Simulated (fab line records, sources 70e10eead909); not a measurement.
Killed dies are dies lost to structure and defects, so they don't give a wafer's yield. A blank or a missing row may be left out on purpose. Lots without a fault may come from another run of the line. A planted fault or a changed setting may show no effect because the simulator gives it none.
fab line records | flow nand_harc
record lots=12 wafers=36 last_day=33
route steps=1302 shown A_CONTACT@1046 END@1302
lots that met no fault: from a run of the same line without faults
start_h: hours from the record's first day to the start of the lot's first wafer shown | wait_h: hours since the lot's step before | " the same as in the row above | L1.1+2: a row that stands for several wafers | - no value, or no start given | * or withheld: withheld | < > ~ a bound
route shown NAME@n: a module of which the file shows steps, and the number in the route of the first | usual: mean/standard deviation of fault-free wafers | same: alike in all rows | chamber/n: place in a boat | sites: the reading at each site | _std_site: their standard deviation | _edge_site: outer sites' mean less inner sites' | radius_mm: how far each site lies from the wafer's centre | mask NAME#n: copy n | behind: the tool/chamber that last shaped the wafer | hold: why the lot was held/for how many hours/how that ended | device: the transistor (n, p or np) that didn't switch | end of line: the same wafers' tests at the end of the route | a step without rows: its recipe alone | killed: dies lost to structure and defects at the first sort, not the wafer's yield | map: a wafer's dies, x killed, . not, _ none there
set.NAME: the setting as run; set.NAME@STEP: as run at that earlier step | model.NAME: the simulator's own value behind a step, which no gauge read
steps of the route over a sample of lots; a table a step, a row a wafer
services: from which hour (start_h, from the record's first day; less than 0 if before it) a tool's chamber was out of use, for how many hours, and why
## steps
# step NHARC_A_CONTACT_ETCH_78
# recipe target_depth_a=53000 over_etch_frac=0.3 time_s=1378 ion_energy_ev=150 o2_flow_sccm=400 cos_flow_sccm=20 ar_flow_sccm=0 rf_w=500 bias_w=300 chemistry=O2/COS
# usual drypump_motor_current_A=5.6/0.44 oes_product_au=1.002/0.011 rf_vpp_V=313.4/2.3 showerhead_plenum_p_Torr=3.07/0.14 throttle_valve_pct=28.329/0.0094
# columns lot.wafer tool chamber start_h wait_h drypump_motor_current_A oes_product_au rf_hours_counter_h rf_vpp_V showerhead_plenum_p_Torr throttle_valve_pct
L159.1 rie_diel-09 3 523.97 - 6.0 1.004 3 316.9 3.30 28.337
L159.2 " 0 " " 5.3 0.996 4 311.5 2.91 28.331
L159.3 " 1 " " 5.4 1.018 4 315.5 3.17 28.339
L158.4 rie_diel-09 3 529.04 - 6.0 0.996 4 316.1 3.30 28.317
L158.2 " 0 " " 5.3 0.999 4 311.7 2.91 28.321
L158.5 " 2 " " 5.2 0.998 - 312.3 2.90 28.324
L160.4 rie_diel-09 1 542.73 - 5.4 1.012 7 314.2 3.17 28.332
L160.6 " 2 " " 5.1 1.007 - 311.2 2.90 28.331
L160.5 " 3 " " 6.0 0.984 - 318.1 3.30 28.323
L161.1 rie_diel-02 2 557.26 - 6.3 1.003 51 314.1 3.06 28.326
L161.6 " 1 " " 6.3 0.999 - 313.6 3.16 28.325
L161.4 " 2 " " 6.3 0.995 - 313.5 3.06 28.336
L165.3 rie_diel-09 0 577.59 - 5.3 1.006 12 311.1 2.91 28.346
L165.5 " 0 " " 5.3 0.761 - 311.8 2.91 28.328
L165.6 " 1 " " 5.4 1.019 - 314.2 3.16 28.332
L164.5 rie_diel-09 0 581.42 - 5.3 0.746 - 311.1 2.91 28.327
L164.6 " 1 " " 5.4 1.018 - 313.9 3.16 28.336
L164.4 " 3 " " 6.0 0.994 - 315.8 3.30 28.349
L173.1 rie_diel-11 0 661.22 - 6.5 0.994 15 312.2 2.98 28.321
L173.3 " 0 " " 6.5 0.998 - 311.5 2.98 28.326
L173.4 " 2 " " 5.6 1.010 - 315.3 3.14 28.324
L174.1 rie_diel-09 2 702.45 - 5.1 1.007 3 309.8 2.89 28.330
L174.4 " 3 " " 6.0 1.000 4 316.9 3.29 28.318
L174.6 " 1 " " 5.4 1.015 - 313.2 3.15 28.329
L176.4 rie_diel-02 0 711.51 - 5.2 1.012 47 313.6 3.10 28.321
L176.3 " 2 " " 6.4 1.008 44 313.0 3.03 28.317
L176.5 " 0 " " 5.1 1.021 - 314.0 3.10 28.318
L177.4 rie_diel-09 0 717.98 - 5.3 0.995 7 311.5 2.90 28.327
L177.2 " 1 " " 5.4 1.014 7 315.6 3.15 28.331
L177.6 " 3 " " 6.0 1.010 - 317.8 3.29 28.303
L178.1 rie_diel-09 2 739.09 - 5.1 0.998 11 310.7 2.89 28.332
L178.3 " 3 " " 6.0 1.008 11 316.2 3.28 28.336
L178.6 " 3 " " 6.0 1.008 - 315.3 3.28 28.339
L179.1 rie_diel-09 2 742.47 - 5.1 1.005 12 311.3 2.89 28.316
L179.4 " 3 " " 6.0 1.004 12 316.0 3.28 28.325
L179.5 " 2 " " 5.2 0.997 - 310.3 2.89 28.339
# step NHARC_A_CONTACT_ETCH_131
# recipe source_w=withheld pressure_mtorr=20 bias_v=3000 time_s=197 target_depth_a=19180 ar_flow_sccm=withheld c4f8_flow_sccm=withheld o2_flow_sccm=withheld chemistry=C4F8/O2/Ar
# columns lot.wafer tool chamber start_h wait_h rf_hours_counter_h
L159.1 har_cap_etch-01 1 526.06 0.1 3
L159.2 " 0 " " 3
L159.3 " 1 " " -
L158.2 har_cap_etch-03 1 531.04 0.1 51
L158.4 " 1 " " -
L158.5 " 0 " " -
L160.4 har_cap_etch-03 0 544.70 0.1 -
L160.6 " 0 " " -
L160.5 " 1 " " -
L161.1 har_cap_etch-02 1 559.42 0.1 93
L161.4 " 0 " " -
L161.6 " 0 " " -
L165.3 har_cap_etch-01 1 580.03 0.1 -
L165.6 " 1 " " -
L165.5 " 0 " " -
L164.4 har_cap_etch-02 0 583.47 0.1 -
L164.5 " 0 " " -
L164.6 " 1 " " -
L173.1 har_cap_etch-01 1 663.98 0.1 29
L173.4 " 1 " " -
L173.3 " 0 " " -
L174.1 har_cap_etch-03 1 704.54 0.1 80
L174.4 " 0 " " -
L174.6 " 1 " " -
L176.3 har_cap_etch-01 0 713.68 0.1 -
L176.4 " 1 " " -
L176.5 " 0 " " -
L177.2 har_cap_etch-03 0 720.08 0.1 83
L177.4 " 1 " " -
L177.6 " 1 " " -
L178.1 har_cap_etch-01 0 741.32 0.1 42
L178.3 " 0 " " -
L178.6 " 1 " " -
L179.1 har_cap_etch-03 0 744.56 0.1 89
L179.4 " 1 " " -
L179.5 " 0 " " -
# step NHARC_A_CONTACT_ETCH_132
# recipe source_w=withheld pressure_mtorr=20 bias_v=3000 time_s=197 target_depth_a=19240 ar_flow_sccm=withheld c4f8_flow_sccm=withheld o2_flow_sccm=withheld chemistry=C4F8/O2/Ar
# columns lot.wafer tool chamber start_h wait_h rf_hours_counter_h
L159.1 har_cap_etch-01 1 526.24 0.1 4
L159.2 " 0 " " 4
L159.3 " 1 " " -
L158.2 har_cap_etch-03 1 531.21 0.1 51
L158.4 " 1 " " -
L158.5 " 0 " " -
L160.4 har_cap_etch-03 0 544.88 0.1 -
L160.6 " 0 " " -
L160.5 " 1 " " -
L161.1 har_cap_etch-02 1 559.59 0.1 93
L161.4 " 0 " " -
L161.6 " 0 " " -
L165.3 har_cap_etch-01 1 580.20 0.1 -
L165.6 " 1 " " -
L165.5 " 0 " " -
L164.4 har_cap_etch-02 0 583.64 0.1 -
L164.5 " 0 " " -
L164.6 " 1 " " -
L173.1 har_cap_etch-01 1 664.16 0.1 29
L173.4 " 1 " " -
L173.3 " 0 " " -
L174.1 har_cap_etch-03 1 704.72 0.1 80
L174.4 " 0 " " -
L174.6 " 1 " " -
L176.3 har_cap_etch-01 0 713.85 0.1 -
L176.4 " 1 " " -
L176.5 " 0 " " -
L177.2 har_cap_etch-03 0 720.25 0.1 83
L177.4 " 1 " " -
L177.6 " 1 " " -
L178.1 har_cap_etch-01 0 741.50 0.1 42
L178.3 " 0 " " -
L178.6 " 1 " " -
L179.1 har_cap_etch-03 0 744.74 0.2 89
L179.4 " 1 " " -
L179.5 " 0 " " -
# step NHARC_A_CONTACT_ETCH_91
# recipe target_depth_a=400 over_etch_frac=0.5 time_s=85.7 ion_energy_ev=120 ch3f_flow_sccm=50 o2_flow_sccm=30 ar_flow_sccm=200 rf_w=500 bias_w=100 chemistry=CH3F/O2
# usual ch3f_flow_sccm=49.99/0.16 drypump_motor_current_A=5.6/0.44 oes_product_au=0.934/0.024 rf_vpp_V=243.9/1.9 showerhead_plenum_p_Torr=2.43/0.12 throttle_valve_pct=20.664/0.0086
# columns lot.wafer tool chamber start_h wait_h ch3f_flow_sccm drypump_motor_current_A oes_product_au rf_hours_counter_h rf_vpp_V showerhead_plenum_p_Torr throttle_valve_pct
L159.3 rie_diel-09 0 527.22 0.6 50.23 5.3 0.922 4 243.0 2.29 20.665
L159.2 " 1 " " 49.97 5.4 0.939 4 243.3 2.50 20.668
L159.1 " 2 " " 49.84 5.2 0.927 3 241.6 2.28 20.664
L158.2 rie_diel-09 2 532.20 0.7 49.82 5.1 0.917 6 242.2 2.28 20.665
L158.5 " 1 " " 49.77 5.4 0.934 - 244.6 2.49 20.656
L158.4 " 3 " " 50.09 6.0 0.909 - 246.7 2.60 20.661
L160.4 rie_diel-09 1 545.81 0.6 50.05 5.4 0.959 8 244.8 2.49 20.650
L160.5 " 2 " " 50.06 5.1 0.928 - 243.0 2.28 20.661
L160.6 " 3 " " 49.95 6.0 0.928 - 245.9 2.60 20.668
L161.1 rie_diel-02 1 560.57 0.7 49.99 6.3 0.928 53 246.0 2.49 20.666
L161.6 " 0 " " 50.24 5.1 0.929 - 244.3 2.46 20.669
L161.4 " 1 " " 50.21 6.3 0.939 - 244.0 2.49 20.684
L165.3 rie_diel-11 2 581.14 0.6 49.70 5.6 0.921 53 245.2 2.48 20.657
L165.6 " 0 " " 50.01 6.5 0.915 - 242.4 2.35 20.672
L165.5 " 1 " " 49.88 5.6 0.920 - 243.7 2.45 20.662
L164.4 rie_diel-09 3 584.60 0.6 50.26 6.0 0.918 - 246.4 2.60 20.693
L164.5 " 0 " " 49.86 5.3 0.928 - 242.4 2.29 20.677
L164.6 " 1 " " 50.19 5.4 0.935 - 245.8 2.49 20.665
L173.3 rie_diel-09 3 665.14 0.5 50.21 6.0 0.933 30 245.4 2.59 20.656
L173.4 " 1 " " 50.10 5.4 0.957 29 244.7 2.49 20.666
L173.1 " 2 " " 50.13 5.1 0.919 25 241.4 2.28 20.653
L174.4 rie_diel-09 1 705.69 0.5 50.12 5.4 0.944 4 243.4 2.48 20.661
L174.1 " 2 " " 49.66 5.1 0.935 4 241.5 2.27 20.666
L174.6 " 0 " " 49.95 5.3 0.919 - 242.4 2.28 20.674
L176.3 rie_diel-09 2 714.77 0.6 50.02 5.2 0.935 6 241.8 2.27 20.670
L176.4 " 0 " " 50.04 5.3 0.919 6 240.9 2.28 20.668
L176.5 " 2 " " 50.05 5.1 0.927 - 241.5 2.27 20.660
L177.4 rie_diel-09 0 721.22 0.5 50.16 5.3 0.923 8 241.8 2.28 20.650
L177.2 " 2 " " 50.14 5.1 0.939 7 241.5 2.27 20.651
L177.6 " 1 " " 49.80 5.4 0.949 - 244.1 2.48 20.649
L178.3 rie_diel-02 1 742.50 0.6 49.79 6.4 0.925 50 245.5 2.47 20.676
L178.1 " 3 " " 50.01 5.2 0.920 57 243.8 2.37 20.657
L178.6 " 0 " " 49.76 5.1 0.930 - 244.7 2.44 20.665
L179.1 rie_diel-11 0 745.72 0.7 50.28 6.5 0.924 50 243.2 2.33 20.664
L179.4 " 1 " " 49.79 5.7 0.925 46 242.9 2.43 20.649
L179.5 " 0 " " 50.09 6.5 0.924 - 242.6 2.33 20.679
# step NHARC_END_SORT_01
# recipe temp_c=25
# usual killed_at_array=54/17 killed_at_other=1.0/1.4 killed_at_periphery=3.6/2.1 killed_dies=58/17 killed_open=3.2/2 killed_short=2.5/1.5
# same gross_dies=677
# columns lot.wafer tool chamber start_h wait_h killed_at_array killed_at_other killed_at_periphery killed_dies killed_open killed_short
L165.3 prober-02 0 639.89 3.1 61 2 6 69 4 3
L165.5 prober-02 0 641.52 3.8 671 1 5 677 0 0
L165.6 prober-02 0 642.33 4.1 26 2 3 31 2 2
L164.4 prober-01 0 640.65 3.4 52 0 3 55 3 4
L164.5 prober-01 0 641.45 3.7 674 0 3 677 4 4
L164.6 prober-01 0 642.25 4.0 40 0 3 43 3 2
# killed by level:class
L165.3 A_CHANNEL_HOLE_D2:chamber_film_flake=31 A_CHANNEL_HOLE_D1:chamber_film_flake=13 A_STAIRCASE:chamber_film_flake=6 A_ONON_D1:geometric_particle:open=3 P_STI:chamber_film_flake=2 P_GATE:chamber_film_flake=2 P_M2:chamber_film_flake=2 A_DECK1_JOINT:chamber_film_flake=2
L164.4 A_SLIT:chamber_film_flake=28 A_CHANNEL_HOLE_D2:chamber_film_flake=11 A_CHANNEL_HOLE_D1:chamber_film_flake=3 A_CONTACT:chamber_film_flake=3 A_ONON_D2:geometric_particle:short=2 A_STAIRCASE:chamber_film_flake=2 P_CONTACT:geometric_particle:open=1 P_M0:geometric_particle:short=1
L164.5 A_CONTACT:area_etch=620 A_SLIT:chamber_film_flake=31 A_CHANNEL_HOLE_D2:chamber_film_flake=8 A_CHANNEL_HOLE_D1:chamber_film_flake=7 A_DECK1_JOINT:geometric_particle:open=2 A_WL_FILL:geometric_particle:short=2 A_ZERO_WELL:chamber_film_flake=2 P_GATE:geometric_particle:open=1
L165.5 A_CONTACT:area_etch=616 A_CHANNEL_HOLE_D1:chamber_film_flake=29 A_CHANNEL_HOLE_D2:chamber_film_flake=20 A_STAIRCASE:chamber_film_flake=3 P_STI:chamber_film_flake=2 P_M2:chamber_film_flake=2 A_WL_FILL:chamber_film_flake=2 P_ZERO_WELL:chamber_film_flake=1
L164.6 A_SLIT:chamber_film_flake=29 A_CHANNEL_HOLE_D2:chamber_film_flake=4 A_CONTACT:chamber_film_flake=3 A_M0:geometric_particle:open=2 P_M0:geometric_particle:open=1 P_M1:geometric_particle:short=1 A_ONON_D1:geometric_particle:short=1 P_M2:chamber_film_flake=1
L165.6 A_CHANNEL_HOLE_D1:chamber_film_flake=13 A_CHANNEL_HOLE_D2:chamber_film_flake=4 P_M2:chamber_film_flake=2 A_WL_FILL:chamber_film_flake=2 A_CONTACT:chamber_film_flake=2 THIN_TSV:chamber_film_flake=2 P_M0:geometric_particle:open=1 A_SOURCE_PLATE:geometric_particle:open=1
## services
# columns tool chamber start_h hours kind
rie_diel-09 0 506.26 - clean
rie_diel-09 1 506.26 - clean
rie_diel-09 2 506.26 - clean
rie_diel-09 3 506.26 - clean
rie_diel-02 3 511.41 3.6 repair
rie_diel-09 0 530.82 5.3 repair
rie_diel-09 1 531.24 - clean
rie_diel-09 2 531.24 - clean
rie_diel-09 3 531.24 - clean
har_cap_etch-01 - 541.29 0.2 repair
rie_diel-09 0 555.74 - clean
rie_diel-09 1 555.74 - clean
rie_diel-09 2 555.74 - clean
rie_diel-09 3 555.74 - clean
rie_diel-02 - 570.87 9.0 pm
rie_diel-09 2 572.13 18.2 repair
rie_diel-09 0 580.24 - clean
rie_diel-09 1 580.24 - clean
rie_diel-11 - 609.86 9.0 pm
rie_diel-11 1 658.13 4.1 repair
rie_diel-11 3 658.46 15.1 repair
rie_diel-02 1 663.23 13.8 repair
rie_diel-09 - 674.26 9.0 pm
rie_diel-02 2 725.34 8.4 repair
## key
first_sign step=NHARC_A_CONTACT_ETCH_78 reading=oes_product_au direction=down sigmas=23 usual=1.002 struck=0.753
effect step=NHARC_END_SORT_01 reading=killed_dies direction=up sigmas=36 usual=58 struck=677
more_kills_born_at NHARC_A_CONTACT_ETCH_78@rie_diel-09=1236
met_at NHARC_A_CONTACT_ETCH_78
struck_lots L164,L165
struck_wafers L164.5,L165.5
later_rows_left_out L164.5,L165.5
tester_left_out L164,L165
not_acting_at NHARC_A_CONTACT_ETCH_131,NHARC_A_CONTACT_ETCH_132,NHARC_A_CONTACT_ETCH_91
onset_between 542.73 577.59
fault kind=process_parameter_drift tool=rie_diel-09 chamber=- onset_h=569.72 steps=NHARC_A_CONTACT_ETCH_78 channel=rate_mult offset=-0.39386 shape=step end_h=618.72 scope=struck_wafers_only
# tester_left_out: of these lots the tester's yield and bins aren't shown, on N5 and GAA mostly nor the transistor test; their killed dies are dies lost to structure and defects alone, not to doping, threshold or leakage, so they don't give the yield
# later_rows_left_out: the simulator's readings of these wafers behind a module that went badly wrong aren't trusted and aren't shown, but for the sort
